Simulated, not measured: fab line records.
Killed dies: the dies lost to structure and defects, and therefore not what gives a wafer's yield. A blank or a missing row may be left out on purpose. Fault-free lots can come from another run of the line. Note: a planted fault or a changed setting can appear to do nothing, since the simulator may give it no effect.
Struck lot and sound lot, side by side -- flow n5Finfet -- 26 out of 1938 route steps
Sound: these wafers, L223.1, L223.4, L223.5. Wafers L231.1, L231.3, L231.5 were the ones struck. Last of all comes the cause.
Order at every step that has rows: each side's tool, ch and its chambers, its first start. Under that, the readings that differ: sound wafers -- struck wafers -- difference of the means -- sigmas: that difference in standard deviations of wafers without a fault.
alike: readings whose means differ by less than 2 such deviations, and words and numbers that are the same on both sides. not compared: withheld readings, readings that some wafer has no value for, bounds like >300 that may hide the same value, and numbers for which the record gives no deviation and whose values overlap.
Wherever a step has rows on one side only, a row that says differs or no value, or a row with sigmas, the two part there. When numbers do not overlap yet have no deviation, they are printed without sigmas and do not part them. Lack of a reading on every wafer of one side parts them only where that side has two or more wafers.

first, 2 steps without rows for these wafers: N5_SD_EPI_N_SRD_20 (time 30 s); N5_SD_EPI_N_PRECLEAN_48 (cleans in NF3:NH3, afs cycles 2, time 20 s, sublimation time 60 s).
N5_SD_EPI_N_VAPOR_ETCH_50: etches Si in HCl, time 54 s.
  sound on epiRpcvd-03 ch 0, day 3 02:12; struck on epiRpcvd-02 ch 0, day 5 06:14
  alike: throttleValvePct
then, 1 step without rows for these wafers: N5_SD_EPI_N_EPI_21 (deposits Si:P, time 690 s).
N5_SD_EPI_N_EPI_MEAS_23:
  struck on filmMetro-01, day 5 08:08; sound on filmMetro-02, day 3 05:33
  alike: thkNm
then, 3 steps without rows for these wafers: N5_SD_EPI_N_PRECLEAN_24 (cleans in O3/DIW, time 60 s); N5_SD_EPI_N_SRD_25 (time 30 s); N5_SD_EPI_N_PRECLEAN_49 (cleans in NF3:NH3, afs cycles 1, time 20 s, sublimation time 60 s).
N5_SD_EPI_N_LINER_46: material SiNx, target thk 3 nm.
  sound on aldSin-01 ch 2,3, day 3 05:52; struck on aldSin-04 ch 0,2, day 5 08:28
  alike: heaterPowerW
N5_SD_EPI_N_INSPECT_26: inspects for defects (darkfield).
  struck on defectInspect-01, day 5 08:43; sound on defectInspect-02, day 3 06:07
  alike: rawDefectCount
then, 2 steps without rows for these wafers: N5_SD_EPI_P_COAT_34 (time 60 s, resist thk 350 nm); N5_SD_EPI_P_COAT_35 (time 60 s, resist thk 35 nm).
N5_SD_EPI_P_COAT_03: resist thk 150 nm.
  sound on lithoTrack-05 ch 0, day 3 06:10; struck on lithoTrack-02 ch 0, day 5 08:45
reading,sound,struck,difference,sigmas
spinSpeedRpm (rpm),1500.6 1501.5 1502.3,1231.5 1232.9 1232.9,-269.0,-99 or more
model.CAR-ArF-block_of_SD_EPI_P_COAT_03.thkNm (nm),149.6 150 150,165.2 165 164.8,+15.1,
then, 5 steps without rows for these wafers: N5_SD_EPI_P_EBR_05; N5_SD_EPI_P_SOFTBAKE_04 (time 60 s); N5_SD_EPI_P_EXPOSE_06 (exposes mask SD P BLK, target cd 240 nm); N5_SD_EPI_P_PEB_07 (peb time 60 s); N5_SD_EPI_P_DEVELOP_08 (develop time 30 s).
N5_SD_EPI_P_CD_MEAS_09 targets a cd of 240 nm.
  sound on cdSem-03 ch 0, day 3 06:31; struck on cdSem-01 ch 0, day 5 09:07
  alike: cdNm
N5_SD_EPI_P_OVL_MEAS_10:
  sound on overlay-02 ch 0, day 3 06:33; struck on overlay-02 ch 0, day 5 09:08
  alike: SD_P_BLK_OVL
N5_SD_EPI_P_INSPECT_11: inspects for defects (macro).
  struck on defectInspect-01, day 5 09:10; sound on defectInspect-02, day 3 06:34
  alike: rawDefectCount
N5_SD_EPI_P_DESCUM_14: chemistry O2, time 7.9 s.
  sound on rieDiel-05 ch 1,3, day 3 06:37; struck on rieDiel-04 ch 0,1,3, day 5 09:12
  alike: drypumpMotorCurrentA, oesProductAu, rfVppV, showerheadPlenumPTorr, throttleValvePct
  not compared: rfHoursCounterH
N5_SD_EPI_P_ETCH_36: etches SiARC in CF4, target depth 45.5 nm, time 75.8 s.
  sound on rieDiel-05 ch 1,3, day 3 06:38; struck on rieDiel-04 ch 0,1,3, day 5 09:14
reading,sound,struck,difference,sigmas
model.CAR-ArF-block_of_SD_EPI_P_COAT_03.thkNm (nm),110.4 110.8 110.8,126.2 126 126,+15.4,
  alike: biasW, drypumpMotorCurrentA, etchRfOnTimeS, oesProductAu, rfVppV, showerheadPlenumPTorr, throttleValvePct
  not compared: rfHoursCounterH
N5_SD_EPI_P_ETCH_37: etches SOC in N2/H2, overetch 108 nm, time 486 s.
  sound on rieDiel-05 ch 1,3, day 3 06:42; struck on rieDiel-04 ch 0,1,3, day 5 09:17
  alike: biasW, drypumpMotorCurrentA, oesProductAu, rfVppV, showerheadPlenumPTorr, throttleValvePct
  not compared: rfHoursCounterH
-- here the record skips 4 days between the struck wafers' starts before and after, leaving off in module SD_EPI_P and picking up in module BEOL_M4 (first step shown: number 1111 of the route) --
N5_BEOL_M4_RC_MEAS_101:
  sound on prober-01 ch 0, day 7 21:22; struck on prober-02 ch 0, day 9 15:53
  alike: DIBL_N, DIBL_P, IOFF_N, IOFF_P, ION_N, ION_P, SS_N, SS_P, VT_N, VT_P
-- the record jumps here: 4 days lie between the struck wafers' starts before and after (it left off in module BEOL_M4 and takes up again in module PASSIVATION, whose first step shown is number 1936 of the route) --
N5_PASSIVATION_PROBE_49:
  rows exist in the record for the struck wafers here (prober-01, day 14 02:12), but not for the sound ones

## WHERE THEY PART
At N5_SD_EPI_P_COAT_03 first; at N5_PASSIVATION_PROBE_49 last (within this record only).

WHY: whatever the simulator had introduced
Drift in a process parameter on lithoTrack-02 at N5_SD_EPI_P_COAT_03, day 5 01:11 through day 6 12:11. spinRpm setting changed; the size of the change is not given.
